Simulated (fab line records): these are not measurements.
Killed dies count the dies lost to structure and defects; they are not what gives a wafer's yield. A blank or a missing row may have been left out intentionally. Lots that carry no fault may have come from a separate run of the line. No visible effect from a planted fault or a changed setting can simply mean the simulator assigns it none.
One fault seen from 2 desks -- flow nand-harc -- every desk sees just its own numbers, and what lay behind them comes last

## THE METROLOGY DESK
What the gauges read, lot by lot, whatever tool the lot ran on: means of the sampled wafers that have a number. The brackets show how far a lot's mean lies from the usual mean; more than 4 standard deviations puts the lot out of limits, marked OUT.
Columns: A = cd-nm at NHARC_P_BONDPAD_CD_MEAS_09, usual 499.6 nm
lot,first seen here,A
L250,day 7 09:49,497.8
L251,day 7 10:08,501.8
L254,day 8 10:47,498.1
L253,day 8 11:22,496.2
L255,day 9 02:05,499.6
L256,day 9 14:40,501.2
L257,day 10 02:02,499.2
L263,day 12 18:16,499.6
L264,day 12 19:03,498.1
L266,day 13 22:22,498.6
L269,day 14 20:10,499.5
L271,day 16 02:35,498.5
L272,day 16 10:47,500.4
This desk's verdict: no lot among the 13 shows anything out of limits.

## THE TOOL OWNER'S DESK: rie-diel-03
The tool's own readings at NHARC_P_BONDPAD_ETCH_12 (etches the open film in CHF3/O2, target depth 200 nm, time 100 s): means of the sampled wafers that have a number, for each lot that ran on this tool. The brackets show how far a lot's mean lies from the usual mean; more than 4 standard deviations puts the lot out of limits, marked OUT.
Columns: A = drypump-motor-current-A at NHARC_P_BONDPAD_ETCH_12, usual 6.0 A; B = oes-product-au at NHARC_P_BONDPAD_ETCH_12, usual 0.940 a.u.; C = rf-vpp-V at NHARC_P_BONDPAD_ETCH_12, usual 370.7 V; D = run-length-s at NHARC_P_BONDPAD_ETCH_12, usual 121.1 s; E = showerhead-plenum-p-Torr at NHARC_P_BONDPAD_ETCH_12, usual 2.41 Torr; F = throttle-valve-pct at NHARC_P_BONDPAD_ETCH_12, usual 20.573 %
lot,first seen here,A,B,C,D,E,F
L250,day 7 10:13,6.0,0.962,370.5,121.2,2.42,20.572
L257,day 10 02:26,5.8,0.950,369.0,121.5,2.34,20.567
L266,day 13 22:47,6.0,0.949,371.3,118.7 (-5.9) OUT,2.42,20.572
This desk's verdict: out of limits on L266, starting with L266 at day 13 22:47 (run-length-s at NHARC_P_BONDPAD_ETCH_12). Within limits: L250, L257.

## BROUGHT TOGETHER
The tool owner's desk had the chance to raise an alarm at day 13 22:47 on L266.
Metrology desk: nothing out of limits seen.
The metrology desk has L266 on record, within its limits.
Of the lots named, all ran NHARC_P_BONDPAD_ETCH_12 on rie-diel-03.

## WHAT THE SIMULATOR PUT IN
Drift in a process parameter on rie-diel-03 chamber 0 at NHARC_P_BONDPAD_ETCH_12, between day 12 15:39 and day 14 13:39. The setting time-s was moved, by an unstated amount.
Struck lots among those shown: L266.
Delay in hours, fault start to first out-of-limits reading, by desk: the tool owner's desk at 31.
